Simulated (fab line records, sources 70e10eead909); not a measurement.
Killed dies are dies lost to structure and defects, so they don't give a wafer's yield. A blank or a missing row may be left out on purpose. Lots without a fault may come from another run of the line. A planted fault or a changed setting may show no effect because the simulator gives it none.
Problem report in the 8D (eight disciplines) form, filled by code | flow nand_harc | the parts of the form that need people (team, actions taken, sign-off) are left out

1. THE PROBLEM
plate_temp_C at NHARC_P_M0_PEB_07 reads a mean of 98.55 C on 6 wafers of 2 lots; wafers without a fault read 100.00 C with a standard deviation of 0.15. That is -9.6 standard deviations from the usual mean.
The step: peb time 65 s.
First seen on wafer L695.3, day 11 00:47, on litho_track-06. The record holds 18 wafers of 6 lots with a number at this step. Rule for "out", or "out of limits": more than 4 standard deviations from the usual mean. The other wafers with a number count as sound.

2. WHAT IT IS AND WHAT IT IS NOT
question                    | is                                 | is not
which readings at this step | plate_temp_C, heater_power_total_W | -
which lots                  | L695, L696                         | L690, L692, L699, L704
which wafers of those lots  | all that have a number             | -
read on which tools         | litho_track-06                     | litho_track-01, litho_track-04
when                        | from day 11 00:47                  | up to then (6 sound wafers); but 6 sound wafers of L699, L704 came after

3. SUSPECTS, AND WHAT RULES EACH OUT
Counting: a tool at a process step up to the reading stays a suspect if it ran every lot that is out and no sound lot after the first of them.
- litho_track-06 at NHARC_P_M0_PEB_07 (peb time 65 s): kept. It ran every lot that is out, first L695 (day 11 00:47), and no sound lot after that; its last sound lot up to then is L690 (day 9 04:42). Its own readings are out on those wafers: heater_power_total_W, plate_temp_C.
Left after counting: litho_track-06 at NHARC_P_M0_PEB_07.

4. THE CAUSE (what the simulator had put in)
Process parameter drift: litho_track-06, from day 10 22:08 on, at NHARC_P_M0_PEB_07. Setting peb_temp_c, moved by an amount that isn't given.
Counting left only this tool.

5. THE CHAIN OF EFFECTS, in route order
Each row: a reading whose mean over the struck wafers that have a number lies more than 3 standard deviations from the usual. Only readings for which the record gives a usual standard deviation are gone through. hours: the time from each lot's start at the first step in this table that gives one to its start at this step, as a median over the lots. sigmas: the change in usual standard deviations.
hours | step              | reading              | usual    | on struck wafers | change | sigmas
0     | NHARC_P_M0_PEB_07 | heater_power_total_W | 156.7 W  | 153.5            | -3.2   | -7.8
0     | NHARC_P_M0_PEB_07 | plate_temp_C         | 100.00 C | 98.55            | -1.45  | -9.6
The process steps in it:
- NHARC_P_M0_PEB_07: peb time 65 s.

6. WHAT WOULD HAVE CAUGHT IT SOONER
In this record the first reading out of limits was taken at day 11 00:47, 3 hours after the fault began at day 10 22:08.
